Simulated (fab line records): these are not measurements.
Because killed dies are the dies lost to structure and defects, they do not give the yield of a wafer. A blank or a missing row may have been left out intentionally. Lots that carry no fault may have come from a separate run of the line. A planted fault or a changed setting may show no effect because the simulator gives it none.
fab line records    flow n5-finfet
record: lots: 6  wafers: 18  last-day: 15
route steps=1938 shown BEOL_M9@1410
lots untouched by any fault: they come from a run of this same line in which no faults occurred
start-h: hours from the record's opening day to when the first of the lot's shown wafers began    wait-h: hours elapsed since this lot's preceding step    " identical to the entry in the row above    L1.1+2: one row covering several wafers at once    - either no value or no given start    * or withheld: withheld    < > ~ a bound
route shown NAME@n: NAME is a module with steps in the file, n the number in the route of the first one    usual: average and standard deviation across the fault-free wafers    same: alike in all rows    chamber/n: place in a boat    sites: the reading at each site    _std_site: how widely they spread, as a standard deviation    _edge_site: mean of outer sites minus mean of inner sites    radius-mm: for every site, how far away it sits from the centre of the wafer    mask NAME#n: copy n    behind: the tool/chamber that last shaped the wafer    hold: why the lot went on hold/how many hours it stayed there/how the hold came to an end    device: which transistor (n, p or np) failed to switch    end of line: the tests these same wafers got at the end of their route    for a step that has no rows: nothing shown but its recipe    killed: the dies lost at the first sort to structure and to defects; this is not the yield of the wafer    map: dies across one wafer; x = killed, . = not, _ = none there
set.NAME: the run value of the setting; set.NAME@STEP: its run value at that earlier step    model.NAME: the simulator's own value behind a step, which no gauge read
certain route steps with their lots: each step a table, each wafer a row
services: when a tool's chamber went out of use (start-h, in hours from the record's first day, below 0 if earlier), for how many hours, and the reason
== steps ==
step: N5_BEOL_M9_SOFTBAKE_06
recipe: temp-c: 110  time-s: 60  resist: CAR-ArF
step: N5_BEOL_M9_EXPOSE_08
recipe: mask-id: M9  na: 1.35  source-shape: dipole  sigma-inner: 0.411  sigma-outer: 0.611  polarization: te  dose-mj: 53.75
step: N5_BEOL_M9_PEB_09
recipe: peb-temp-c: withheld  peb-time-s: 60  resist: CAR-ArF
step: N5_BEOL_M9_DEVELOP_10
recipe: develop-time-s: 30  developer: TMAH  resist: CAR-ArF  rinse-liquid: diw  dry: air-spin  dev-temp-c: 23
step: N5_BEOL_M9_CD_MEAS_11
recipe: target-cd-nm: 64.1  landing-energy-ev: 500  detector: se-inlens  polarity: opening
usual: cd-nm: 64.5/0.68
lot.wafer  tool       chamber  start-h  wait-h  cd-nm
L433.2     cd-sem-03  0        216.71   -       65.1
L433.3     "          0        "        "       63.4
L433.5     "          0        "        "       63.8
L439.2     cd-sem-02  0        261.71   -       65.5
L439.4     "          0        "        "       64.5
L439.6     "          0        "        "       64.9
L444.2     cd-sem-03  0        281.86   -       63.3
L444.4     "          0        "        "       63.3
L444.6     "          0        "        "       64.2
L446.1     cd-sem-01  0        293.78   -       64.3
L446.3     "          0        "        "       63.5
L446.4     "          0        "        "       64.2
L451.3     cd-sem-02  0        326.70   -       66.1
L451.4     "          0        "        "       65.6
L451.6     "          0        "        "       64.2
L453.1     cd-sem-03  0        335.06   -       64.2
L453.4     "          0        "        "       63.7
L453.5     "          0        "        "       65.0
step: N5_BEOL_M9_OVL_MEAS_12
recipe: points-per-wafer: 44
usual: M9_OVL: 0.1/0.86
lot.wafer  tool        chamber  start-h  wait-h  M9_OVL[nm]
L433.2     overlay-01  0        216.74   0.0     0.8
L433.3     "           0        "        "       0.1
L433.5     "           0        "        "       0.6
L439.2     overlay-01  0        261.74   0.0     -1.3
L439.4     "           0        "        "       -0.6
L439.6     "           0        "        "       -1.0
L444.2     overlay-02  0        281.89   0.0     -1.3
L444.4     "           0        "        "       -0.6
L444.6     "           0        "        "       -0.7
L446.1     overlay-02  0        293.81   0.0     -1.0
L446.3     "           0        "        "       -0.1
L446.4     "           0        "        "       -0.1
L451.3     overlay-01  0        326.73   0.0     -0.2
L451.4     "           0        "        "       0.6
L451.6     "           0        "        "       1.0
L453.1     overlay-01  0        335.09   0.0     -1.2
L453.4     "           0        "        "       -0.9
L453.5     "           0        "        "       -0.1
step: N5_BEOL_M9_INSPECT_13
recipe: mode: adi  inspect-instrument: brightfield
usual: raw-defect-count: 433/130
lot.wafer  tool               chamber  start-h  wait-h  raw-defect-count
L433.2     defect-inspect-01  -        216.76   0.0     323
L433.3     "                  -        "        "       331
L433.5     "                  -        "        "       217
L439.2     defect-inspect-01  -        261.76   0.0     315
L439.4     "                  -        "        "       356
L439.6     "                  -        "        "       394
L444.2     defect-inspect-02  -        281.92   0.0     402
L444.4     "                  -        "        "       364
L444.6     "                  -        "        "       466
L446.1     defect-inspect-02  -        293.83   0.0     419
L446.3     "                  -        "        "       501
L446.4     "                  -        "        "       550
L451.3     defect-inspect-01  -        326.75   0.0     330
L451.4     "                  -        "        "       397
L451.6     "                  -        "        "       338
L453.1     defect-inspect-01  -        335.11   0.0     454
L453.4     "                  -        "        "       406
L453.5     "                  -        "        "       479
step: N5_BEOL_M9_DESCUM_16
recipe: chemistry: O2  time-s: 7.9  source-power-w: 50  bias-power-w: 20  pressure-mtorr: 20  rf-frequency-hz: 2.712e+07  temp-c: 40  resist: CAR-ArF  o2-flow-sccm: 225
usual: drypump-motor-current-A: 5.7/0.49  oes-product-au: 0.80/0.082  rf-vpp-V: 243.0/1.3  showerhead-plenum-p-Torr: 2.08/0.064  temp-c: 40.01/0.13  throttle-valve-pct: 20.34/0.22
lot.wafer  tool         chamber  start-h  wait-h  drypump-motor-current-A  oes-product-au  rf-hours-counter-h  rf-vpp-V  showerhead-plenum-p-Torr  temp-c  throttle-valve-pct
L433.2     rie-diel-03  3        216.80   0.0     6.5                      0.88            44                  245.2     2.22                      40.05   20.32
L433.3     "            2        "        "       5.8                      0.77            122                 244.4     2.10                      40.05   20.25
L433.5     "            1        "        "       6.6                      0.76            -                   244.7     2.06                      39.99   20.32
L439.2     rie-diel-01  3        261.80   0.0     6.1                      0.82            76                  243.4     2.11                      39.93   20.35
L439.4     "            0        "        "       5.5                      0.87            50                  241.5     2.03                      40.13   20.14
L439.6     "            1        "        "       5.4                      0.84            -                   242.7     2.05                      40.01   20.05
L444.2     rie-diel-01  1        281.95   0.0     5.4                      0.83            64                  241.9     2.05                      40.18   20.07
L444.4     "            3        "        "       6.0                      0.82            82                  244.3     2.11                      40.08   20.37
L444.6     "            2        "        "       5.3                      0.87            -                   241.4     2.05                      40.16   20.31
L446.1     rie-diel-01  2        294.08   0.2     5.3                      0.86            55                  241.6     2.05                      40.02   20.34
L446.3     "            1        "        "       5.4                      0.82            67                  242.1     2.05                      39.97   20.08
L446.4     "            0        "        "       5.5                      0.85            60                  240.7     2.03                      39.87   20.15
L451.3     rie-diel-03  3        326.78   0.0     6.6                      0.83            75                  247.1     2.21                      40.05   20.37
L451.4     "            2        "        "       5.8                      0.74            155                 241.4     2.09                      40.05   20.29
L451.6     "            0        "        "       6.0                      0.77            -                   241.8     2.09                      39.87   20.45
L453.1     rie-diel-03  2        335.21   0.1     5.7                      0.75            157                 243.5     2.09                      40.09   20.30
L453.4     "            3        "        "       6.5                      0.83            77                  245.9     2.21                      40.10   20.38
L453.5     "            2        "        "       5.8                      0.74            -                   243.1     2.09                      40.17   20.31
step: N5_BEOL_M9_ETCH_61
recipe: chemistry: CF4  target: SiARC  target-depth-a: 390  mask-material: CAR-ArF  time-s: 65  ion-energy-ev: 80  pressure-mtorr: 40  source-w: 545  bias-w: 36  Ar_flow_sccm: 100  cf4-flow-sccm: 100  ends: cleared
usual: drypump-motor-current-A: 5.7/0.49  etch-rf-on-time-s: 65.9/1.8  mfc-ar-sccm: 99.99/0.3  oes-product-au: 0.68/0.066  rf-vpp-V: 183.9/1.2  showerhead-plenum-p-Torr: 2.13/0.064  throttle-valve-pct: 15.50/0.24
lot.wafer  tool         chamber  start-h  wait-h  drypump-motor-current-A  etch-rf-on-time-s  mfc-ar-sccm  oes-product-au  rf-hours-counter-h  rf-vpp-V  showerhead-plenum-p-Torr  throttle-valve-pct
L433.2     rie-diel-03  3        216.83   0.0     6.6                      65.2               99.24        0.74            44                  184.7     2.26                      15.30
L433.3     "            2        "        "       5.8                      66.2               99.62        0.65            122                 183.3     2.15                      15.52
L433.5     "            1        "        "       6.6                      65.3               100.06       0.65            -                   184.3     2.12                      15.68
L439.2     rie-diel-01  3        261.83   0.0     6.0                      64.8               100.48       0.71            76                  183.5     2.19                      15.62
L439.4     "            0        "        "       5.5                      61.3               100.17       0.74            50                  183.7     2.08                      15.31
L439.6     "            1        "        "       5.4                      68.6               99.73        0.69            -                   184.7     2.10                      15.30
L444.2     rie-diel-01  1        281.99   0.0     5.4                      68.2               100.13       0.69            64                  183.3     2.10                      15.31
L444.4     "            3        "        "       6.0                      64.4               99.90        0.71            82                  185.2     2.18                      15.61
L444.6     "            2        "        "       5.3                      65.0               100.02       0.73            -                   184.0     2.08                      15.26
L446.1     rie-diel-01  2        294.12   0.0     5.3                      64.8               99.98        0.73            55                  182.7     2.07                      15.25
L446.3     "            1        "        "       5.4                      68.7               99.99        0.68            67                  183.8     2.10                      15.32
L446.4     "            0        "        "       5.5                      61.8               99.67        0.74            60                  183.8     2.08                      15.34
L451.3     rie-diel-03  3        326.82   0.0     6.5                      65.5               100.28       0.71            75                  185.0     2.25                      15.38
L451.4     "            2        "        "       5.8                      66.3               99.88        0.63            156                 183.9     2.14                      15.58
L451.6     "            0        "        "       6.1                      65.1               99.98        0.67            -                   183.9     2.13                      15.55
L453.1     rie-diel-03  2        335.24   0.0     5.8                      66.3               99.28        0.63            157                 183.6     2.14                      15.58
L453.4     "            3        "        "       6.5                      65.2               99.73        0.71            77                  185.1     2.25                      15.39
L453.5     "            2        "        "       5.8                      66.3               100.10       0.63            -                   183.8     2.13                      15.59
step: N5_BEOL_M9_ETCH_62
recipe: chemistry: N2/H2  target: SOC  target-depth-a: 1100  overetch-a: 220  mask-material: SiARC  temp-c: 40  time-s: 165  ion-energy-ev: 200  pressure-mtorr: 30  source-w: 840  bias-w: 150  n2-flow-sccm: 200  h2-flow-sccm: 200
usual: drypump-motor-current-A: 5.8/0.49  h2-flow-sccm: 200.1/0.6  oes-product-au: 0.68/0.062  rf-vpp-V: 523.7/2.3  showerhead-plenum-p-Torr: 2.53/0.079  temp-c: 39.99/0.1  throttle-valve-pct: 17.70/0.29
lot.wafer  tool         chamber  start-h  wait-h  drypump-motor-current-A  h2-flow-sccm  oes-product-au  rf-hours-counter-h  rf-vpp-V  showerhead-plenum-p-Torr  temp-c  throttle-valve-pct
L433.2     rie-diel-03  3        216.88   0.0     6.5                      199.4         0.74            44                  527.5     2.69                      39.88   17.61
L433.3     "            2        "        "       5.8                      198.9         0.65            122                 526.5     2.56                      39.87   17.64
L433.5     "            1        "        "       6.6                      199.7         0.64            -                   523.3     2.52                      39.85   17.77
L439.2     rie-diel-01  3        261.88   0.0     6.0                      199.9         0.69            76                  524.5     2.56                      39.90   17.73
L439.4     "            0        "        "       5.5                      200.1         0.72            50                  521.9     2.46                      39.75   17.58
L439.6     "            1        "        "       5.4                      200.6         0.71            -                   521.3     2.47                      39.83   17.29
L444.2     rie-diel-01  1        282.04   0.0     5.4                      201.2         0.70            64                  522.5     2.47                      39.90   17.30
L444.4     "            3        "        "       6.0                      199.9         0.70            82                  525.2     2.56                      40.10   17.74
L444.6     "            2        "        "       5.2                      199.3         0.73            -                   522.6     2.44                      40.09   17.33
L446.1     rie-diel-01  2        294.17   0.0     5.3                      198.8         0.72            55                  521.6     2.44                      39.92   17.32
L446.3     "            1        "        "       5.4                      199.1         0.70            67                  521.8     2.47                      39.84   17.32
L446.4     "            0        "        "       5.5                      198.9         0.71            60                  522.4     2.46                      40.14   17.59
L451.3     rie-diel-03  3        326.87   0.0     6.5                      200.3         0.70            75                  528.7     2.68                      40.09   17.67
L451.4     "            2        "        "       5.8                      199.3         0.63            156                 524.1     2.55                      40.11   17.71
L451.6     "            0        "        "       6.1                      200.2         0.66            -                   522.8     2.56                      39.91   18.10
L453.1     rie-diel-03  2        335.29   0.0     5.8                      200.1         0.63            157                 522.8     2.55                      40.07   17.71
L453.4     "            3        "        "       6.5                      200.9         0.70            77                  528.1     2.68                      40.04   17.67
L453.5     "            2        "        "       5.8                      199.7         0.63            -                   524.3     2.55                      40.00   17.72
step: N5_BEOL_M9_STRIP_68
recipe: chemistry: N2/H2  temp-c: 40  n2-flow-sccm: 200  h2-flow-sccm: 200  rf-frequency-hz: 6e+07
step: N5_BEOL_M9_STRIP_67
recipe: chemistry: CF4  resist: SiARC  power-w: 300  bias-power-w: 75  pressure-mtorr: 50  cf4-flow-sccm: 150  rf-frequency-hz: 6e+07
usual: drypump-motor-current-A: 5.7/0.49  oes-product-au: 0.80/0.073  rf-vpp-V: 270.9/1.4  showerhead-plenum-p-Torr: 1.78/0.049  throttle-valve-pct: 13.46/0.27
lot.wafer  tool         chamber  start-h  wait-h  drypump-motor-current-A  oes-product-au  rf-hours-counter-h  rf-vpp-V  showerhead-plenum-p-Torr  throttle-valve-pct
L433.2     rie-diel-03  3        217.03   0.0     6.5                      0.87            44                  274.1     1.87                      13.17
L433.3     "            2        "        "       5.8                      0.77            122                 271.0     1.79                      13.47
L433.5     "            1        "        "       6.6                      0.76            -                   271.2     1.79                      13.70
L439.2     rie-diel-01  3        262.03   0.0     6.0                      0.83            76                  272.2     1.82                      13.49
L439.4     "            0        "        "       5.5                      0.84            50                  270.3     1.72                      13.21
L439.6     "            1        "        "       5.4                      0.83            -                   270.6     1.75                      13.22
L444.2     rie-diel-01  1        282.18   0.0     5.4                      0.83            64                  270.0     1.75                      13.23
L444.4     "            3        "        "       6.1                      0.82            82                  272.9     1.82                      13.52
L444.6     "            2        "        "       5.2                      0.86            -                   270.4     1.73                      13.19
L446.1     rie-diel-01  2        294.31   0.0     5.3                      0.85            55                  268.4     1.73                      13.20
L446.3     "            1        "        "       5.4                      0.82            67                  269.4     1.75                      13.25
L446.4     "            0        "        "       5.5                      0.83            60                  270.4     1.72                      13.22
L451.3     rie-diel-03  3        327.01   0.0     6.5                      0.83            75                  272.1     1.86                      13.24
L451.4     "            2        "        "       5.8                      0.75            156                 271.5     1.78                      13.54
L451.6     "            0        "        "       6.0                      0.78            -                   270.9     1.79                      13.55
L453.1     rie-diel-03  2        335.44   0.0     5.8                      0.75            157                 271.7     1.78                      13.54
L453.4     "            3        "        "       6.5                      0.83            77                  272.6     1.86                      13.26
L453.5     "            2        "        "       5.8                      0.74            -                   273.2     1.78                      13.54
step: N5_BEOL_M9_HM_OPEN_17
recipe: chemistry: Cl2/BCl3  target-depth-a: 200  overetch-a: 60  target: TiN  mask-material: SOC  ion-energy-ev: 150  pressure-mtorr: 10  icp-w: 1000  bias-w: 126  Cl2_flow_sccm: 53.25  bcl3-flow-sccm: 21.75  Ar_flow_sccm: 25
usual: bcl3-flow-sccm: 21.75/0.064  bias-w: 125.9/0.37  drypump-motor-current-A: 5.7/0.41  mfc-ar-sccm: 25.00/0.081  oes-product-au: 0.72/0.094  throttle-valve-pct: 22.10/0.23
lot.wafer  tool          chamber  start-h  wait-h  bcl3-flow-sccm  bias-w  drypump-motor-current-A  mfc-ar-sccm  oes-product-au  rf-hours-counter-h  throttle-valve-pct  model.SOC_of_BEOL_M9_COAT_59.thk-nm
L433.2     rie-metal-02  1        217.07   0.0     21.70           126.3   5.8                      24.98        0.53            126                 22.38               91.4
L433.3     "             0        "        "       21.77           125.7   5.9                      24.94        0.80            -                   22.16               92
L433.5     "             1        "        "       21.77           125.6   5.7                      25.13        0.53            -                   22.41               91.6
L439.2     rie-metal-01  1        262.08   0.0     21.77           125.7   5.0                      24.86        0.53            113                 22.26               91.2
L439.4     "             1        "        "       21.77           125.6   5.0                      25.05        0.54            -                   22.26               91.8
L439.6     "             1        "        "       21.88           126.0   5.0                      25.04        0.54            -                   22.28               91.6
L444.2     rie-metal-03  1        282.22   0.0     21.71           126.4   5.3                      24.95        0.78            3                   22.22               91.8
L444.4     "             0        "        "       21.74           126.0   5.9                      25.01        0.66            -                   22.28               91.8
L444.6     "             0        "        "       21.76           126.1   5.9                      25.11        0.66            -                   22.30               92.2
L446.1     rie-metal-01  1        294.35   0.0     21.77           126.3   5.0                      25.16        0.54            116                 22.26               91.8
L446.3     "             1        "        "       21.77           126.2   5.0                      24.99        0.53            -                   22.26               92
L446.4     "             0        "        "       21.73           125.8   6.2                      25.06        0.76            -                   21.67               91.8
L451.3     rie-metal-03  1        327.09   0.1     -               -       -                        -            -               -                   -                   99.8
L451.4     "             0        "        "       -               -       -                        -            -               -                   -                   100
L451.6     "             1        "        "       -               -       -                        -            -               -                   -                   99.8
L453.1     rie-metal-01  1        335.48   0.0     -               -       -                        -            -               -                   -                   100.4
L453.4     "             1        "        "       -               -       -                        -            -               -                   -                   100.2
L453.5     "             1        "        "       -               -       -                        -            -               -                   -                   100.2
step: N5_BEOL_M9_STRIP_19
recipe: chemistry: O2  power-w: 400  temp-c: 40  pressure-mtorr: 30  rf-frequency-hz: 6e+07  bias-power-w: 0  overash-fraction: 0.2  o2-flow-sccm: 225
usual: drypump-motor-current-A: 5.7/0.49  oes-product-au: 0.80/0.078  rf-vpp-V: 3.6/0.61  showerhead-plenum-p-Torr: 2.09/0.062  temp-c: 40.03/0.11  throttle-valve-pct: 16.62/0.24
lot.wafer  tool         chamber  start-h  wait-h  drypump-motor-current-A  oes-product-au  rf-hours-counter-h  rf-vpp-V  showerhead-plenum-p-Torr  temp-c  throttle-valve-pct
L433.2     rie-diel-05  2        217.20   0.1     5.0                      0.85            76                  4.2       2.03                      40.00   16.58
L433.3     "            3        "        "       5.8                      0.71            206                 4.3       2.18                      40.05   17.09
L433.5     "            3        "        "       5.8                      0.72            -                   3.8       2.18                      39.97   17.13
L439.2     rie-diel-01  0        262.35   0.2     5.5                      0.86            51                  4.7       2.03                      40.03   16.39
L439.4     "            2        "        "       5.3                      0.88            45                  3.6       2.06                      40.09   16.48
L439.6     "            3        "        "       6.0                      0.82            -                   3.0       2.12                      40.05   16.59
L444.2     rie-diel-05  2        282.33   0.1     5.0                      0.83            98                  3.3       2.02                      39.96   16.63
L444.4     "            0        "        "       5.1                      0.70            212                 3.6       2.01                      40.21   16.77
L444.6     "            3        "        "       5.7                      0.71            -                   4.4       2.18                      40.01   17.15
L446.1     rie-diel-03  2        294.46   0.1     5.8                      0.75            145                 3.8       2.10                      40.04   16.61
L446.3     "            1        "        "       6.6                      0.74            193                 4.8       2.06                      39.99   16.71
L446.4     "            3        "        "       6.5                      0.84            66                  4.2       2.22                      40.02   16.53
L451.3     rie-diel-03  0        327.17   0.1     6.0                      0.78            107                 3.3       2.09                      39.94   16.66
L451.4     "            3        "        "       6.5                      0.84            75                  2.9       2.21                      39.84   16.52
L451.6     "            0        "        "       6.0                      0.78            -                   3.0       2.09                      40.00   16.64
L453.1     rie-diel-05  3        335.59   0.1     5.8                      0.68            246                 3.0       2.17                      40.02   17.19
L453.4     "            2        "        "       5.1                      0.80            115                 4.1       2.01                      40.05   16.66
L453.5     "            0        "        "       5.1                      0.68            -                   4.2       2.00                      39.96   16.78
step: N5_BEOL_M9_CD_MEAS_18
recipe: pitch-nm: 140  target-cd-nm: 70
usual: cd-nm: 70.5/0.8
lot.wafer  tool       chamber  start-h  wait-h  cd-nm
L433.2     cd-sem-02  -        217.27   0.1     70.9
L433.3     "          -        "        "       70.4
L433.5     "          -        "        "       70.0
L439.2     cd-sem-03  -        262.42   0.1     72.3
L439.4     "          -        "        "       70.6
L439.6     "          -        "        "       71.1
L444.2     cd-sem-02  -        282.41   0.1     69.4
L444.4     "          -        "        "       70.3
L444.6     "          -        "        "       68.9
L446.1     cd-sem-03  -        294.53   0.0     69.2
L446.3     "          -        "        "       69.6
L446.4     "          -        "        "       70.3
L451.3     cd-sem-02  -        327.24   0.1     -
L451.4     "          -        "        "       -
L451.6     "          -        "        "       -
L453.1     cd-sem-03  -        335.66   0.0     -
L453.4     "          -        "        "       -
L453.5     "          -        "        "       -
step: N5_BEOL_M9_COAT_63
recipe: resist: SOC  temp-c: 250  time-s: 60  spin-rpm: 1500  resist-thk-nm: 60
== services ==
tool          chamber  start-h  hours  kind
rie-diel-05   0        200.72   8.9    repair
rie-diel-05   1        203.12   7.6    repair
rie-diel-05   1        211.16   -      clean
rie-diel-05   1        211.16   -      consumable-replace:focus-ring
rie-diel-05   1        211.16   31.8   scheduled-down
rie-diel-05   1        211.16   31.8   vent-cycle
rie-diel-05   3        215.05   2.0    repair
rie-metal-03  -        225.39   1.4    pm
rie-metal-03  1        231.34   -      clean
rie-metal-03  1        231.34   21.0   scheduled-down
rie-metal-03  1        231.34   21.0   vent-cycle
rie-metal-02  1        242.07   -      clean
rie-metal-02  1        242.07   20.0   scheduled-down
rie-metal-02  1        242.07   20.0   vent-cycle
rie-diel-03   3        256.81   3.9    repair
rie-metal-03  0        277.46   1.2    repair
rie-metal-02  0        281.18   8.2    repair
rie-metal-01  -        282.30   2.8    pm
rie-metal-01  1        313.16   2.2    repair
== key ==
first-sign: step: N5_BEOL_M9_HM_OPEN_17  reading: tool-record  direction: missing
effect: step: N5_BEOL_M9_CD_MEAS_18  reading: cd-nm  direction: missing
model-effect: step: N5_BEOL_M9_HM_OPEN_17  value: SOC_of_BEOL_M9_COAT_59.thk-nm  without: 92.03  struck: 100.1
met-at N5_BEOL_M9_HM_OPEN_17
struck-wafers L451.3,L451.4,L451.6,L453.1,L453.4,L453.5
later-rows-left-out L451.3,L451.4,L451.6,L453.1,L453.4,L453.5
sort-left-out L451.3,L451.4,L451.6,L453.1,L453.4,L453.5
onset-between 294.35 327.09
fault: kind: skipped-step-whole  tool: rie-metal-01,rie-metal-03  chamber: -  onset-h: 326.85  steps: N5_BEOL_M9_HM_OPEN_17  scope: struck-lots-only
sort-left-out: the simulated sort isn't trusted on such a fault, so these wafers' sort isn't shown, and their yield isn't known
later-rows-left-out: the simulator's readings of these wafers behind a module that went badly wrong aren't trusted and aren't shown, but for the sort
